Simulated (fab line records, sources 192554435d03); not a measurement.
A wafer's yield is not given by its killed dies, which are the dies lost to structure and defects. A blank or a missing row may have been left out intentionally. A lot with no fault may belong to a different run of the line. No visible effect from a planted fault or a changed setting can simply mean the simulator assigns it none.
Chamber matching ; flow n5Finfet ; N5_BEOL_M6_CURE_74 on uvCure-03 has 3 sister chambers
The step cures SiCOH lowk, time 240 s. 16 wafers are shown with their chamber, then 8 later ones without.

WAFERS WITH THEIR CHAMBER
wafer;chamber;wafer_temp_C_max;lampPowerPct (%)
L075.1;1;386.6;52.30
L075.4;1;386.7;52.35
L075.5;1;386.5;52.27
L078.1;1;386.1;52.39
L078.4;1;386.3;52.21
L078.6;1;386.7;52.33
L083.1;2;386.5;52.41
L083.4;2;386.4;52.20
L083.6;2;386.8;52.37
L087.4;1;386.6;52.30
L087.5;1;386.0;52.39
L087.6;1;386.6;52.24
L089.3;1;386.5;52.36
L089.4;1;386.4;52.33
L089.6;1;386.6;52.34
L091.2;0;386.6;52.31

SIGNATURES (means of the wafers above)
reading;chamber 0;chamber 1;chamber 2;scatter within a chamber
wafer_temp_C_max;386.600;386.467;386.567;0.224
lampPowerPct;52.3100;52.3175;52.3267;0.0676
Rule: a wafer lies at a distance from a chamber equal to the root of the sum of squares, over the readings, of (its reading less the chamber's mean, divided by the reading's scatter). If the next closest chamber is less than 2 further off than the closest, the wafer can't be placed; otherwise it belongs to the closest. The scatter: the root of (the sum of the squares of (reading less its chamber's mean) over the shown wafers, divided by (wafers less chambers)).

WAFERS WITHOUT THEIR CHAMBER
wafer;wafer_temp_C_max;lampPowerPct (%)
L091.3;386.1;52.37
L091.4;386.5;52.27
L092.2;387.3;52.39
L092.4;386.7;52.31
L092.5;386.9;52.26
L096.2;386.3;52.27
L096.4;386.3;52.32
L096.6;386.8;52.27

CHAMBER TAKEN BY EACH
wafer;from the rows above;in truth
L091.3;can't be placed: 1 or 2 or 0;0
L091.4;can't be placed: 1 or 0 or 2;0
L092.2;can't be placed: 0 or 2 or 1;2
L092.4;can't be placed: 0 or 2 or 1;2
L092.5;can't be placed: 0 or 2 or 1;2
L096.2;can't be placed: 1 or 2 or 0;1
L096.4;can't be placed: 1 or 2 or 0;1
L096.6;can't be placed: 0 or 2 or 1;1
Placed correctly: 0 of 8. These rows do not allow placing 8 (true chamber among the candidates in 8). Wrongly placed: 0.
